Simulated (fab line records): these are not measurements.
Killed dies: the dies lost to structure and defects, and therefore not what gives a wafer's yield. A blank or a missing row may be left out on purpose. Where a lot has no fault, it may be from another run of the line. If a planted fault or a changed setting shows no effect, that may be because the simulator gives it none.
Which tool is to blame? | flow n5 finfet | Sampling: 24 lots, 72 wafers, 6 of 1938 route steps

## WHAT THE GAUGES READ, wafer by wafer
N5_ILD0_THK_MEAS_04. Usual: thk nm at 197.3 nm, with a standard deviation of 1.1.
lot  | measured    | on            | thk nm (nm)       | flag
L074 | day 3 17:29 | film metro-01 | 198.0 197.6 198.3 |
L075 | day 3 21:15 | film metro-02 | 197.0 197.5 197.0 |
L076 | day 4 04:49 | film metro-02 | 198.1 199.3 197.4 |
L077 | day 4 08:37 | film metro-01 | 196.7 197.8 196.3 |
L078 | day 4 15:06 | film metro-01 | 198.9 200.0 198.8 |
L079 | day 4 17:46 | film metro-02 | 196.0 197.5 195.6 |
L080 | day 5 03:19 | film metro-01 | 196.6 197.3 197.5 |
L081 | day 5 08:16 | film metro-02 | 198.4 195.9 196.1 |
L082 | day 5 13:26 | film metro-02 | 195.7 197.5 196.9 |
L083 | day 5 19:17 | film metro-01 | 196.9 198.7 196.8 |
L084 | day 6 00:43 | film metro-02 | 197.3 198.5 196.9 |
L085 | day 6 10:47 | film metro-02 | 198.9 198.4 198.7 |
L086 | day 6 21:14 | film metro-02 | 197.5 197.2 195.4 |
L087 | day 6 21:59 | film metro-01 | 197.7 198.5 195.2 |
L088 | day 7 05:54 | film metro-01 | 197.0 196.6 198.0 |
L089 | day 7 07:26 | film metro-02 | 197.7 197.3 195.7 |
L090 | day 7 13:00 | film metro-02 | 196.7 196.9 197.2 |
L091 | day 8 00:03 | film metro-02 | 196.2 196.7 198.5 |
L092 | day 8 01:03 | film metro-01 | 194.9 197.2 196.3 |
L093 | day 8 07:20 | film metro-02 | 196.0 195.8 197.4 |
L094 | day 8 15:09 | film metro-02 | 197.7 198.6 197.6 |
L095 | day 9 00:43 | film metro-01 | 196.2 198.2 198.1 |
L096 | day 9 02:30 | film metro-01 | 197.3 199.0 197.2 |
L097 | day 9 07:05 | film metro-02 | 197.5 198.9 196.9 |

N5_SDB_INSPECT_13: inspects for defects (brightfield). Usual: raw defect count at 72, with a standard deviation of 30.
lot  | measured    | on                | raw defect count | flag
L074 | day 3 21:36 | defect inspect-01 | 81 97 86         |
L075 | day 4 01:21 | defect inspect-01 | 52 83 75         |
L076 | day 4 08:49 | defect inspect-02 | 45 41 30         |
L077 | day 4 12:43 | defect inspect-02 | 46 46 55         |
L078 | day 4 19:25 | defect inspect-02 | 71 74 100        |
L079 | day 4 21:49 | defect inspect-02 | 53 80 54         |
L080 | day 5 07:29 | defect inspect-01 | 74 89 54         |
L081 | day 5 12:16 | defect inspect-01 | 62 69 59         |
L082 | day 5 18:30 | defect inspect-02 | 46 65 68         |
L083 | day 5 23:29 | defect inspect-01 | 134 55 44        |
L084 | day 6 04:50 | defect inspect-01 | 59 84 53         |
L085 | day 6 15:09 | defect inspect-01 | 37 54 61         |
L086 | day 7 01:20 | defect inspect-01 | 96 182 71        |
L087 | day 7 02:05 | defect inspect-01 | 83 32 90         |
L088 | day 7 10:01 | defect inspect-01 | 67 91 81         |
L089 | day 7 11:45 | defect inspect-01 | 66 161 91        |
L090 | day 7 17:11 | defect inspect-01 | 81 62 37         |
L091 | day 8 04:16 | defect inspect-02 | 42 70 80         |
L092 | day 8 05:34 | defect inspect-01 | 48 73 55         |
L093 | day 8 11:46 | defect inspect-01 | 69 98 101        |
L094 | day 8 19:08 | defect inspect-01 | 55 51 49         |
L095 | day 9 04:46 | defect inspect-02 | 38 51 42         |
L096 | day 9 06:53 | defect inspect-02 | 94 47 133        |
L097 | day 9 11:14 | defect inspect-01 | 87 71 50         |

N5_SDB_INSPECT_36: inspects for defects (darkfield). Usual: raw defect count at 40, with a standard deviation of 19.
lot  | measured    | on                | raw defect count | flag
L074 | day 4 01:36 | defect inspect-01 | 40 97 44         |
L075 | day 4 05:40 | defect inspect-01 | 26 19 41         |
L076 | day 4 12:42 | defect inspect-01 | 52 30 17         |
L077 | day 4 16:37 | defect inspect-01 | 33 31 18         |
L078 | day 5 00:38 | defect inspect-01 | 43 34 86         |
L079 | day 5 02:36 | defect inspect-02 | 33 63 52         |
L080 | day 5 11:43 | defect inspect-02 | 37 22 36         |
L081 | day 5 16:18 | defect inspect-02 | 31 57 20         |
L082 | day 5 23:55 | defect inspect-02 | 25 29 33         |
L083 | day 6 03:22 | defect inspect-01 | 51 35 39         |
L084 | day 6 09:42 | defect inspect-02 | 48 40 50         |
L085 | day 6 19:31 | defect inspect-01 | 21 32 35         |
L086 | day 7 05:29 | defect inspect-02 | 22 29 39         |
L087 | day 7 06:10 | defect inspect-02 | 18 16 47         |
L088 | day 7 14:44 | defect inspect-02 | 83 42 31         |
L089 | day 7 16:03 | defect inspect-01 | 25 25 36         |
L090 | day 7 21:04 | defect inspect-02 | 71 110 93        |
L091 | day 8 08:20 | defect inspect-01 | 34 24 29         |
L092 | day 8 09:42 | defect inspect-02 | 27 45 64         |
L093 | day 8 15:40 | defect inspect-01 | 47 49 28         |
L094 | day 8 23:27 | defect inspect-02 | 30 29 31         |
L095 | day 9 09:07 | defect inspect-02 | 47 58 60         |
L096 | day 9 10:56 | defect inspect-01 | 40 47 64         |
L097 | day 9 15:19 | defect inspect-01 | 14 48 21         |

## EACH LOT AND THE TOOL THAT RAN IT (in order: tool; ch and the chambers of the sampled wafers; start)
lot  | N5_SD_EPI_N_ETCH_34               | N5_SD_EPI_N_STRIP_38                | N5_SD_EPI_N_LINER_46
L074 | rie diel-05 ch 0,1,2, day 3 05:25 | plasma asher-01 ch 0,1, day 3 06:10 | ald sin-01 ch 1,2, day 3 09:13
L075 | rie diel-02 ch 0,2,3, day 3 09:37 | plasma asher-01 ch 0,1, day 3 10:23 | ald sin-03 ch 0,1,3, day 3 13:18
L076 | rie diel-04 ch 1,2,3, day 3 17:21 | plasma asher-02 ch 0,1, day 3 18:05 | ald sin-01 ch 2,3, day 3 21:00
L077 | rie diel-05 ch 0,2, day 3 21:01   | plasma asher-02 ch 0,1, day 3 21:46 | ald sin-02 ch 1,2,3, day 4 00:41
L078 | rie diel-02 ch 0,1,2, day 4 03:16 | plasma asher-02 ch 0,1, day 4 04:01 | ald sin-02 ch 0,2,3, day 4 07:05
L079 | rie diel-02 ch 0,2, day 4 05:58   | plasma asher-02 ch 0,1, day 4 06:43 | ald sin-03 ch 0,2, day 4 09:38
L080 | rie diel-02 ch 0,1,3, day 4 12:04 | plasma asher-02 ch 0,1, day 4 12:48 | ald sin-01 ch 1,2, day 4 17:52
L081 | rie diel-05 ch 1,2,3, day 4 19:31 | plasma asher-02 ch 0,1, day 4 20:17 | ald sin-01 ch 1,2,3, day 4 23:12
L082 | rie diel-04 ch 0,2,3, day 5 01:47 | plasma asher-02 ch 0,1, day 5 02:33 | ald sin-01 ch 1,2,3, day 5 05:27
L083 | rie diel-05 ch 1,2,3, day 5 07:46 | plasma asher-01 ch 0,1, day 5 08:31 | ald sin-03 ch 0,1,3, day 5 11:29
L084 | rie diel-02 ch 0,2,3, day 5 12:20 | plasma asher-01 ch 0,1, day 5 13:04 | ald sin-03 ch 1,2,3, day 5 16:47
L085 | rie diel-02 ch 0,3, day 5 21:15   | plasma asher-01 ch 0,1, day 5 22:01 | ald sin-01 ch 1,2,3, day 6 01:56
L086 | rie diel-04 ch 0,1,3, day 6 07:30 | plasma asher-02 ch 0,1, day 6 08:14 | ald sin-01 ch 1,2, day 6 12:52
L087 | rie diel-02 ch 1,2, day 6 08:10   | plasma asher-01 ch 0,1, day 6 08:55 | ald sin-01 ch 1,2, day 6 12:40
L088 | rie diel-04 ch 0,1,3, day 6 15:52 | plasma asher-01 ch 0,1, day 6 16:37 | ald sin-01 ch 0,1,2, day 6 20:25
L089 | rie diel-05 ch 0,1, day 6 18:55   | plasma asher-01 ch 0,1, day 6 19:40 | ald sin-02 ch 0,3, day 6 22:42
L090 | rie diel-04 ch 0,3, day 6 23:49   | plasma asher-01 ch 0,1, day 7 00:35 | ald sin-03 ch 1,3, day 7 04:52
L091 | rie diel-04 ch 1,2,3, day 7 09:30 | plasma asher-01 ch 0,1, day 7 10:15 | ald sin-02 ch 0,1,2, day 7 14:04
L092 | rie diel-05 ch 0,3, day 7 12:59   | plasma asher-01 ch 0,1, day 7 13:44 | ald sin-01 ch 1,2,3, day 7 16:43
L093 | rie diel-04 ch 0,2,3, day 7 18:06 | plasma asher-02 ch 0,1, day 7 18:52 | ald sin-03 ch 0,1,2, day 7 22:10
L094 | rie diel-02 ch 1,2,3, day 8 02:17 | plasma asher-02 ch 0,1, day 8 03:04 | ald sin-02 ch 1,2,3, day 8 06:04
L095 | rie diel-02 ch 0,1, day 8 09:07   | plasma asher-02 ch 0,1, day 8 09:52 | ald sin-03 ch 0,2,3, day 8 12:52
L096 | rie diel-04 ch 0,2, day 8 14:22   | plasma asher-02 ch 0,1, day 8 15:07 | ald sin-03 ch 0,2,3, day 8 18:07
L097 | rie diel-02 ch 1,2, day 8 19:20   | plasma asher-01 ch 0,1, day 8 20:06 | ald sin-03 ch 0,1,2, day 8 23:06
- N5_SD_EPI_N_ETCH_34: etches SiARC in CF4, target depth 45.5 nm, time 75.8 s.
- N5_SD_EPI_N_STRIP_38: strips in N2/H2.
- N5_SD_EPI_N_LINER_46: material SiNx, target thk 3 nm.

## WHAT THE TOOLS THEMSELVES READ (means of the sampled wafers that have a number; where no wafer has one, the mark that the record gives instead)
N5_SD_EPI_N_ETCH_34. Usual: drypump motor current A 5.8 A, standard deviation 0.42; etch rf on time s 77.1 s, standard deviation 2.5; oes product au 0.64 a.u., standard deviation 0.049; rf vpp V 184.3 V, standard deviation 1.2; showerhead plenum p Torr 2.15 Torr, standard deviation 0.079; throttle valve pct 15.66 %, standard deviation 0.23.
lot  | tool        | drypump motor current A (A) | etch rf on time s (s) | oes product au (a.u.) | rf vpp V (V) | showerhead plenum p Torr (Torr) | throttle valve pct (%) | flag
L074 | rie diel-05 | 5.9                         | 79.1                  | 0.62                  | 184.1        | 2.13                            | 15.70                  |
L075 | rie diel-02 | 5.7                         | 75.3                  | 0.67                  | 183.9        | 2.15                            | 15.54                  |
L076 | rie diel-04 | 5.7                         | 77.9                  | 0.63                  | 184.9        | 2.17                            | 15.77                  |
L077 | rie diel-05 | 5.5                         | 77.1                  | 0.64                  | 184.5        | 2.19                            | 15.59                  |
L078 | rie diel-02 | 6.0                         | 77.5                  | 0.66                  | 185.0        | 2.18                            | 15.58                  |
L079 | rie diel-02 | 6.0                         | 77.0                  | 0.65                  | 183.8        | 2.12                            | 15.52                  |
L080 | rie diel-02 | 5.5                         | 77.0                  | 0.62                  | 184.1        | 2.13                            | 15.64                  |
L081 | rie diel-05 | 6.0                         | 77.5                  | 0.63                  | 183.7        | 2.14                            | 15.64                  |
L082 | rie diel-04 | 5.8                         | 76.3                  | 0.66                  | 183.9        | 2.12                            | 15.57                  |
L083 | rie diel-05 | 6.0                         | 77.8                  | 0.63                  | 184.2        | 2.14                            | 15.65                  |
L084 | rie diel-02 | 5.7                         | 75.3                  | 0.66                  | 184.1        | 2.15                            | 15.57                  |
L085 | rie diel-02 | 5.2                         | 75.4                  | 0.61                  | 183.9        | 2.09                            | 15.64                  |
L086 | rie diel-04 | 5.6                         | 78.1                  | 0.63                  | 184.4        | 2.18                            | 15.76                  |
L087 | rie diel-02 | 6.0                         | 76.8                  | 0.66                  | 185.2        | 2.23                            | 15.67                  |
L088 | rie diel-04 | 5.5                         | 78.7                  | 0.63                  | 183.9        | 2.17                            | 15.77                  |
L089 | rie diel-05 | 6.2                         | 81.1                  | 0.58                  | 183.2        | 2.07                            | 15.88                  |
L090 | rie diel-04 | 5.6                         | 76.7                  | 0.66                  | 184.0        | 2.13                            | 15.53                  |
L091 | rie diel-04 | 5.7                         | 76.7                  | 0.62                  | 184.5        | 2.16                            | 15.84                  |
L092 | rie diel-05 | 5.9                         | 77.4                  | 0.63                  | 184.1        | 2.13                            | 15.81                  |
L093 | rie diel-04 | 5.8                         | 76.6                  | 0.64                  | 183.9        | 2.11                            | 15.61                  |
L094 | rie diel-02 | 5.7                         | 75.1                  | 0.65                  | 185.1        | 2.19                            | 15.66                  |
L095 | rie diel-02 | 5.8                         | 79.9                  | 0.59                  | 184.2        | 2.14                            | 15.74                  |
L096 | rie diel-04 | 5.9                         | 76.0                  | 0.65                  | 182.6        | 2.06                            | 15.44                  |
L097 | rie diel-02 | 6.2                         | 75.5                  | 0.68                  | 184.7        | 2.24                            | 15.61                  |

N5_SD_EPI_N_STRIP_38. Usual: drypump motor current A 5.86 A, standard deviation 0.24; heater power w 336 W, standard deviation 26; oes product au 0.760 a.u., standard deviation 0.012.
lot  | tool            | drypump motor current A (A) | heater power w (W) | oes product au (a.u.) | flag
L074 | plasma asher-01 | 5.71                        | 316                | 0.755                 |
L075 | plasma asher-01 | 5.71                        | 325                | 0.761                 |
L076 | plasma asher-02 | 6.06                        | 346                | 0.758                 |
L077 | plasma asher-02 | 6.05                        | 344                | 0.767                 |
L078 | plasma asher-02 | 6.06                        | 346                | 0.768                 |
L079 | plasma asher-02 | 5.84                        | 359                | 0.765                 |
L080 | plasma asher-02 | 5.87                        | 364                | 0.766                 |
L081 | plasma asher-02 | 5.87                        | 364                | 0.750                 |
L082 | plasma asher-02 | 6.06                        | 344                | 0.769                 |
L083 | plasma asher-01 | 5.72                        | 316                | 0.763                 |
L084 | plasma asher-01 | 5.74                        | 318                | 0.762                 |
L085 | plasma asher-01 | 5.80                        | 322                | 0.769                 |
L086 | plasma asher-02 | 5.88                        | 360                | 0.753                 |
L087 | plasma asher-01 | 5.72                        | 315                | 0.764                 |
L088 | plasma asher-01 | 5.73                        | 316                | 0.757                 |
L089 | plasma asher-01 | 5.73                        | 317                | 0.777                 |
L090 | plasma asher-01 | 5.72                        | 318                | 0.741                 |
L091 | plasma asher-01 | 5.74                        | 318                | 0.765                 |
L092 | plasma asher-01 | 5.81                        | 322                | 0.755                 |
L093 | plasma asher-02 | 5.88                        | 358                | 0.762                 |
L094 | plasma asher-02 | 6.07                        | 341                | 0.761                 |
L095 | plasma asher-02 | 6.08                        | 348                | 0.756                 |
L096 | plasma asher-02 | 6.04                        | 343                | 0.757                 |
L097 | plasma asher-01 | 5.72                        | 320                | 0.756                 |

N5_SD_EPI_N_LINER_46. Usual: heater power w at 866 W, with a standard deviation of 70.
lot  | tool       | heater power w (W) | flag
L074 | ald sin-01 | 861                |
L075 | ald sin-03 | 836                |
L076 | ald sin-01 | 935                |
L077 | ald sin-02 | 899                |
L078 | ald sin-02 | 887                |
L079 | ald sin-03 | 770                |
L080 | ald sin-01 | 854                |
L081 | ald sin-01 | 901                |
L082 | ald sin-01 | 897                |
L083 | ald sin-03 | 836                |
L084 | ald sin-03 | 867                |
L085 | ald sin-01 | 923                |
L086 | ald sin-01 | 825                |
L087 | ald sin-01 | 871                |
L088 | ald sin-01 | 863                |
L089 | ald sin-02 | 881                |
L090 | ald sin-03 | 865                |
L091 | ald sin-02 | 896                |
L092 | ald sin-01 | 896                |
L093 | ald sin-03 | 823                |
L094 | ald sin-02 | 897                |
L095 | ald sin-03 | 816                |
L096 | ald sin-03 | 808                |
L097 | ald sin-03 | 822                |

## THE ANSWER, worked out from the rows above alone
Rule: a lot counts as off when the mean over its wafers that have a number is more than 3 standard deviations away from the usual mean. Also off: a lot with no number at a reading for which 4 or more lots have one. All remaining lots with rows at the step are treated as sound. Order of review: gauges by route order, followed by the tools' own readings, for which a lot's mean as printed above is used. The first step at which some lot is off is used, and at that step the reading that is off furthest; a lot without a number counts as furthest.
No lot is off on any of the readings shown, so nothing can be concluded from this.

## WHAT THE SIMULATOR HAD PUT IN
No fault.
